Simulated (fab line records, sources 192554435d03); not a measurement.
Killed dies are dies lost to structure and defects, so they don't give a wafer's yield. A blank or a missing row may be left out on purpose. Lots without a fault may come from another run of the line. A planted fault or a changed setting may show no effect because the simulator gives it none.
Which tool did it? | flow n5_finfet | 11 lots, 33 wafers sampled, at 4 steps of a route of 1938

WHAT THE GAUGES READ, wafer by wafer
N5_BEOL_M7_THK_MEAS_53: measures by xrf. Usual: M7_THK 79.7 nm, standard deviation 1.9.
lot  | measured     | on            | M7_THK (nm)    | flag
L829 | day 10 16:41 | film_metro-01 | 78.7 79.3 77.1 |
L831 | day 11 11:22 | film_metro-01 | 79.5 80.5 78.4 |
L834 | day 11 14:29 | film_metro-02 | 80.2 80.0 83.0 |
L838 | day 12 16:18 | film_metro-02 | 82.4 83.6 79.2 |
L839 | day 13 06:21 | film_metro-01 | 77.3 78.1 78.7 |
L842 | day 13 16:49 | film_metro-01 | 82.3 79.1 80.5 |
L848 | day 14 14:03 | film_metro-01 | 81.7 79.7 81.7 |
L849 | day 16 01:44 | film_metro-01 | 84.3 77.6 82.0 |
L851 | day 16 03:17 | film_metro-01 | 78.5 75.8 81.9 |
L850 | day 16 04:35 | film_metro-02 | 82.9 78.6 83.4 |
L852 | day 16 07:38 | film_metro-01 | 82.5 80.5 81.7 |

N5_BEOL_M8_CD_MEAS_11: target cd 38.5 nm. Usual: cd_nm 38.5 nm, standard deviation 0.59.
lot  | measured     | on        | cd_nm (nm)     | flag
L829 | day 10 20:12 | cd_sem-02 | 39.0 38.4 38.1 |
L831 | day 11 13:27 | cd_sem-03 | 38.4 39.0 38.1 |
L834 | day 11 16:55 | cd_sem-03 | 39.3 38.7 39.2 |
L838 | day 12 19:18 | cd_sem-01 | 37.6 38.2 38.3 |
L839 | day 13 08:29 | cd_sem-03 | 38.5 38.8 38.3 |
L842 | day 13 18:38 | cd_sem-01 | 38.4 38.0 38.2 |
L848 | day 14 19:09 | cd_sem-01 | 39.5 39.2 38.2 |
L849 | day 16 04:10 | cd_sem-02 | 38.7 38.0 38.5 |
L851 | day 16 04:55 | cd_sem-02 | 38.9 39.7 39.0 |
L850 | day 16 06:32 | cd_sem-03 | 38.0 38.9 38.7 |
L852 | day 16 09:59 | cd_sem-02 | 38.0 38.1 38.3 |

N5_BEOL_M8_INSPECT_13: inspects for defects (brightfield). Usual: raw_defect_count 408, standard deviation 110.
lot  | measured     | on                | raw_defect_count | flag
L829 | day 10 20:15 | defect_inspect-02 | 530 515 664      |
L831 | day 11 13:30 | defect_inspect-01 | 283 266 250      |
L834 | day 11 16:58 | defect_inspect-02 | 324 507 450      |
L838 | day 12 19:21 | defect_inspect-02 | 390 529 361      |
L839 | day 13 08:32 | defect_inspect-01 | 871 920 856      | OFF
L842 | day 13 18:41 | defect_inspect-01 | 1210 934 1220    | OFF
L848 | day 14 19:12 | defect_inspect-02 | 481 434 463      |
L849 | day 16 04:13 | defect_inspect-01 | 668 678 490      |
L851 | day 16 04:58 | defect_inspect-01 | 399 332 314      |
L850 | day 16 06:35 | defect_inspect-02 | 587 561 477      |
L852 | day 16 10:02 | defect_inspect-02 | 420 445 517      |

WHICH TOOL RAN EACH LOT (tool, then ch and the chambers of the sampled wafers, then the start)
lot  | N5_BEOL_M8_HM_DEP_02
L829 | pvd_sputter-03, day 10 19:42
L831 | pvd_sputter-02, day 11 13:05
L834 | pvd_sputter-03, day 11 16:32
L838 | pvd_sputter-01, day 12 18:48
L839 | pvd_sputter-03, day 13 08:07
L842 | pvd_sputter-03, day 13 18:08
L848 | pvd_sputter-01, day 14 18:35
L849 | pvd_sputter-02, day 16 03:40
L851 | pvd_sputter-01, day 16 04:32
L850 | pvd_sputter-01, day 16 06:10
L852 | pvd_sputter-02, day 16 09:35
- N5_BEOL_M8_HM_DEP_02: deposits TiN, target thk 20 nm.

WHAT THE TOOLS THEMSELVES READ (means of the sampled wafers that have a number; where no wafer has one, the mark that the record gives instead)
N5_BEOL_M8_HM_DEP_02. Usual: throttle_valve_pct 30.3 %, standard deviation 0.88.
lot  | tool           | throttle_valve_pct (%) | flag
L829 | pvd_sputter-03 | 30.6                   |
L831 | pvd_sputter-02 | 29.9                   |
L834 | pvd_sputter-03 | 30.9                   |
L838 | pvd_sputter-01 | 29.5                   |
L839 | pvd_sputter-03 | 31.1                   |
L842 | pvd_sputter-03 | 30.3                   |
L848 | pvd_sputter-01 | 30.5                   |
L849 | pvd_sputter-02 | 29.8                   |
L851 | pvd_sputter-01 | 29.7                   |
L850 | pvd_sputter-01 | 29.4                   |
L852 | pvd_sputter-02 | 30.3                   |

THE ANSWER, worked out from the rows above alone
Rule: a lot is off if the mean of its wafers that have a number lies more than 3 standard deviations from the usual mean. A lot without any number at a reading at which 4 lots or more have one is off too. The other lots that the step has rows for count as sound. The gauges are gone through in route order, then the tools' own readings, and for those a lot's mean is taken as printed above. The first step at which some lot is off is used, and at that step the reading that is off furthest; a lot without a number counts as furthest.
Off: L839, L842, at N5_BEOL_M8_INSPECT_13 (raw_defect_count).
A tool fits if, at a process step before that reading, it ran every lot that is off, and no sound lot after the first of them. The gauges at N5_BEOL_M8_INSPECT_13 are tried like those tools. One fits: pvd_sputter-03 at N5_BEOL_M8_HM_DEP_02. Its last sound lot is L834 (day 11 16:32), its first lot that is off L839 (day 13 08:07): a fault that began between those two fits.

WHAT THE SIMULATOR HAD PUT IN
Chamber particle source: pvd_sputter-03, from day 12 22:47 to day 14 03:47, at N5_BEOL_M8_HM_DEP_02. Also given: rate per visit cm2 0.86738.
Lots struck among those shown: L839, L842. The rule above found the same.
